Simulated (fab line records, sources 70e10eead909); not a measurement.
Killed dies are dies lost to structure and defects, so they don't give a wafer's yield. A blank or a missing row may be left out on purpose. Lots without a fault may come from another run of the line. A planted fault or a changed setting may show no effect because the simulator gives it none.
fab line records | flow nand_harc
record lots=6 wafers=18 last_day=33
route steps=1302 shown A_STAIRCASE@716
lots that met no fault: from a run of the same line without faults
start_h: hours from the record's first day to the start of the lot's first wafer shown | wait_h: hours since the lot's step before | " the same as in the row above | L1.1+2: a row that stands for several wafers | - no value, or no start given | * or withheld: withheld | < > ~ a bound
route shown NAME@n: a module of which the file shows steps, and the number in the route of the first | usual: mean/standard deviation of fault-free wafers | same: alike in all rows | chamber/n: place in a boat | sites: the reading at each site | _std_site: their standard deviation | _edge_site: outer sites' mean less inner sites' | radius_mm: how far each site lies from the wafer's centre | mask NAME#n: copy n | behind: the tool/chamber that last shaped the wafer | hold: why the lot was held/for how many hours/how that ended | device: the transistor (n, p or np) that didn't switch | end of line: the same wafers' tests at the end of the route | a step without rows: its recipe alone | killed: dies lost to structure and defects at the first sort, not the wafer's yield | map: a wafer's dies, x killed, . not, _ none there
set.NAME: the setting as run; set.NAME@STEP: as run at that earlier step | model.NAME: the simulator's own value behind a step, which no gauge read
lots at some steps of the route; a table a step, a row a wafer
services: from which hour (start_h, from the record's first day; less than 0 if before it) a tool's chamber was out of use, for how many hours, and why
## steps
# step NHARC_A_STAIRCASE_TRIM_202
# recipe time_s=211.2 o2_flow_sccm=500 ar_flow_sccm=0 bias_w=0 chemistry=O2
# usual drypump_motor_current_A=5.8/0.34 oes_product_au=1.009/0.012 rf_vpp_V=57.8/0.83 showerhead_plenum_p_Torr=3.57/0.16 throttle_valve_pct=17.037/0.0097
# columns lot.wafer tool chamber start_h wait_h drypump_motor_current_A oes_product_au rf_hours_counter_h rf_vpp_V showerhead_plenum_p_Torr throttle_valve_pct
L861.3 rie_diel-02 1 - - 6.3 1.010 51 57.9 3.54 17.050
L861.4 " 3 " " 5.5 1.008 51 57.8 3.78 17.035
L861.6 " 0 " " 6.1 0.997 - 58.2 3.44 17.048
L867.4 rie_diel-02 3 - - 5.5 0.989 18 58.2 3.77 17.050
L867.1 " 1 " " 6.3 1.017 13 58.3 3.53 17.038
L867.6 " 3 " " 5.5 0.987 - 58.0 3.77 17.024
L869.4 rie_diel-02 1 - - 6.3 1.009 17 57.6 3.53 17.045
L869.1 " 2 " " 6.1 1.006 21 56.3 3.33 17.028
L869.6 " 1 " " 6.3 1.008 - 58.6 3.53 17.032
L874.2 rie_diel-02 2 - - 6.2 1.012 35 57.1 3.32 17.038
L874.3 " 3 " " 5.5 0.990 34 58.1 3.76 17.018
L874.1 " 0 " " 6.2 1.010 32 56.4 3.42 17.053
L877.4 rie_diel-10 0 - - 5.4 1.007 36 58.3 3.75 17.028
L877.1 " 2 " " 5.4 1.028 32 58.7 3.79 17.047
L877.3 " 3 " " 5.9 0.999 36 57.9 3.61 17.029
L882.2 rie_diel-10 3 - - 6.0 1.003 49 59.2 3.61 17.043
L882.1 " 0 " " 5.5 1.027 50 57.6 3.75 17.045
L882.6 " 3 " " 5.9 0.995 - 58.2 3.61 17.028
# step NHARC_A_STAIRCASE_ETCH_203
# recipe target_depth_a=1000 time_s=40.5 ion_energy_ev=400 c4f8_flow_sccm=20 o2_flow_sccm=10 ar_flow_sccm=withheld rf_w=600 bias_w=1000 chemistry=C4F8/O2
# usual oes_product_au=0.951/0.013 rf_vpp_V=897/5.9
# columns lot.wafer tool chamber start_h wait_h oes_product_au rf_hours_counter_h rf_vpp_V
L861.3 rie_diel-02 0 - - 0.937 57 893
L861.4 " 1 " " 0.950 51 896
L861.6 " 0 " " 0.936 - 892
L867.4 rie_diel-02 0 - - 0.958 14 891
L867.1 " 3 " " 0.939 18 905
L867.6 " 0 " " 0.957 - 891
L869.1 rie_diel-02 2 - - 0.971 21 890
L869.4 " 3 " " 0.941 23 904
L869.6 " 0 " " 0.941 - 892
L874.1 rie_diel-02 0 - - 0.966 32 892
L874.2 " 1 " " 0.958 33 895
L874.3 " 2 " " 0.958 35 889
L877.1 rie_diel-10 3 - - 0.943 36 898
L877.4 " 0 " " 0.942 36 903
L877.3 " 1 " " 0.952 29 896
L882.2 rie_diel-10 3 - - 0.945 49 899
L882.1 " 1 " " 0.963 42 896
L882.6 " 3 " " 0.938 - 897
# step NHARC_A_STAIRCASE_STRIP_205
# recipe power_w=1500 temp_c=250 chemistry=O2
# usual drypump_motor_current_A=5.6/0.67 heater_power_w=305/25
# columns lot.wafer tool chamber start_h wait_h drypump_motor_current_A heater_power_w rf_hours_counter_h
L861.4 plasma_asher-02 0 387.43 0.2 6.2 328 -
L861.3 " 1 " " 6.3 290 -
L861.6 " 0 " " 6.2 322 -
L867.1 plasma_asher-01 1 449.81 0.1 4.7 337 20
L867.4 " 1 " " 4.7 343 -
L867.6 " 1 " " 4.7 343 -
L869.1 plasma_asher-01 0 464.76 0.1 5.3 293 23
L869.4 " 0 " " 5.3 288 -
L869.6 " 1 " " 4.7 334 -
L874.2 plasma_asher-01 1 504.54 0.1 4.7 334 31
L874.1 " 0 " " 5.3 295 31
L874.3 " 1 " " 4.7 329 -
L877.1 plasma_asher-01 1 543.37 0.1 4.7 365 2
L877.4 " 0 " " 5.3 292 -
L877.3 " 1 " " 4.7 352 -
L882.2 plasma_asher-01 0 582.56 0.1 5.3 286 10
L882.1 " 1 " " 4.7 366 10
L882.6 " 0 " " 5.3 276 -
# step NHARC_A_STAIRCASE_STRIP_206
# recipe time_s=900 temp_c=130 chemistry=SPM
# step NHARC_A_STAIRCASE_PRECLEAN_207
# recipe time_s=* temp_c=50 bath_age_min=0 chemistry=SC1
# step NHARC_A_STAIRCASE_SRD_208
# step NHARC_A_STAIRCASE_DEHYDRATE_209
# recipe temp_c=150 time_s=120
# step NHARC_A_STAIRCASE_HMDS_210
# recipe time_s=30
# step NHARC_A_STAIRCASE_COAT_211
# recipe spin_rpm=1200
# step NHARC_A_STAIRCASE_SOFTBAKE_212
# recipe temp_c=135 time_s=170
# step NHARC_A_STAIRCASE_EBR_213
# step NHARC_A_STAIRCASE_EXPOSE_214
# recipe na=0.5 dose_mj=31.26 mask_id=STAIR_3
# usual exposure_dose_mJ_cm2=31.260/0.029 focus_offset_nm=0.0/0.56 na=0.5/0
# columns lot.wafer tool chamber start_h wait_h mask exposure_dose_mJ_cm2 focus_offset_nm na
L861.3 krf_scanner-03 0 388.48 - STAIR_3#0 31.268 0.5 0.5
L861.4 " 0 " " STAIR_3#0 31.262 0.8 0.5
L861.6 " 0 " " STAIR_3#0 31.223 0.7 0.5
L867.1 krf_scanner-01 - 450.90 - STAIR_3#0 - - -
L867.4 " - " " STAIR_3#0 - - -
L867.6 " - " " STAIR_3#0 - - -
L869.1 krf_scanner-04 - 465.84 - STAIR_3#0 - - -
L869.4 " - " " STAIR_3#0 - - -
L869.6 " - " " STAIR_3#0 - - -
L874.1 krf_scanner-01 0 505.69 - STAIR_3#0 31.243 -0.9 0.5
L874.2 " 0 " " STAIR_3#0 31.217 -0.5 0.5
L874.3 " 0 " " STAIR_3#0 31.233 0.1 0.5
L877.1 krf_scanner-01 0 544.33 - STAIR_3#0 31.242 0.0 0.5
L877.3 " 0 " " STAIR_3#0 31.240 -0.7 0.5
L877.4 " 0 " " STAIR_3#0 31.242 0.0 0.5
L882.1 krf_scanner-01 0 583.69 - STAIR_3#0 31.221 0.0 0.5
L882.2 " 0 " " STAIR_3#0 31.277 -0.2 0.5
L882.6 " 0 " " STAIR_3#0 31.243 0.0 0.5
# step NHARC_A_STAIRCASE_PEB_215
# recipe peb_temp_c=115 peb_time_s=130
## services
# columns tool chamber start_h hours kind
rie_diel-10 0 368.82 15.9 repair
rie_diel-02 0 374.55 - clean
rie_diel-02 1 374.55 - clean
rie_diel-02 2 374.55 - clean
rie_diel-02 - 393.71 9.0 pm
krf_scanner-03 - 396.00 4.0 pm
rie_diel-10 0 405.13 4.4 repair
rie_diel-10 - 422.96 9.0 pm
plasma_asher-02 - 426.87 9.0 pm
rie_diel-10 1 463.91 12.3 repair
krf_scanner-03 - 477.27 2.3 repair
krf_scanner-01 - 484.00 4.0 pm
krf_scanner-01 - 493.99 2.7 repair
rie_diel-10 0 498.78 5.2 repair
rie_diel-02 0 511.33 1.3 repair
krf_scanner-01 - 517.39 1.0 repair
plasma_asher-01 - 521.60 9.0 pm
krf_scanner-03 - 522.68 1.2 repair
krf_scanner-04 - 526.18 4.0 pm
rie_diel-10 0 539.17 2.1 repair
rie_diel-02 1 551.20 4.7 repair
krf_scanner-03 - 568.00 4.0 pm
rie_diel-02 - 570.74 9.0 pm
plasma_asher-01 - 580.76 1.7 repair
## key
first_sign step=NHARC_A_STAIRCASE_EXPOSE_214 reading=tool_record direction=missing
effect none on later readings
met_at NHARC_A_STAIRCASE_EXPOSE_214
struck_wafers L867.1,L867.4,L867.6,L869.1,L869.4,L869.6
later_rows_left_out L867.1,L867.4,L867.6,L869.1,L869.4,L869.6
sort_left_out L867.1,L867.4,L867.6,L869.1,L869.4,L869.6
tester_left_out L867,L869
fault kind=skipped_step_whole tool=krf_scanner-01,krf_scanner-04 chamber=- onset_h=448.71 steps=NHARC_A_STAIRCASE_EXPOSE_214 scope=struck_lots_only
# tester_left_out: of these lots the tester's yield and bins aren't shown, on N5 and GAA mostly nor the transistor test; their killed dies are dies lost to structure and defects alone, not to doping, threshold or leakage, so they don't give the yield
# sort_left_out: the simulated sort isn't trusted on such a fault, so these wafers' sort isn't shown, and their yield isn't known
# later_rows_left_out: the simulator's readings of these wafers behind a module that went badly wrong aren't trusted and aren't shown, but for the sort
